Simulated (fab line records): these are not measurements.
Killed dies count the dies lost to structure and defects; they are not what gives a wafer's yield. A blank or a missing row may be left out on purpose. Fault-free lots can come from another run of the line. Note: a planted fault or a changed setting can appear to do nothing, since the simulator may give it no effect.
Matching of chambers ; flow nand_harc ; rie_si-02 running NHARC_A_CHANNEL_FILL_D1_ETCHBACK_19: 4 sister chambers
The step etches the open film in HBr/Cl2, target depth 5 nm, time 1.7 s. 4 wafers are shown with their chamber, then 6 later ones without.

## WAFERS PAIRED WITH THEIR CHAMBERS
wafer;chamber;drypump_motor_current_A (A)
L832.1;1;5.7
L837.5;2;5.5
L845.2;3;4.9
L845.4;0;5.4

## WAFERS WITH NO CHAMBER GIVEN
wafer;drypump_motor_current_A (A)
L845.5;4.9
L851.1;5.6
L851.4;5.3
L852.1;5.7
L852.2;5.4
L852.4;5.5

## WHICH CHAMBER EACH WENT THROUGH
wafer;from the rows above;in truth
L845.5;3;3
L851.1;can't be placed: 2 or 1 or 0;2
L851.4;can't be placed: 0 or 2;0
L852.1;1;1
L852.2;can't be placed: 0 or 2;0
L852.4;can't be placed: 2 or 0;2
Correct placement for 2 of the 6. Cannot be placed on the basis of these rows: 4; the candidates contain the true chamber in 4. Wrongly placed: 0.
How it was worked out, from the rows above alone: a wafer's distance from a chamber is the root of the sum, over the readings, of the square of ((its reading less the chamber's mean) divided by the reading's scatter). If the next closest chamber is less than 2 further off than the closest, the wafer can't be placed; otherwise it belongs to the closest. A chamber's mean is the mean of its shown wafers. The scatter: with one shown wafer a chamber, the root of the mean of the squares of how far each hidden wafer lies from its nearest shown one.
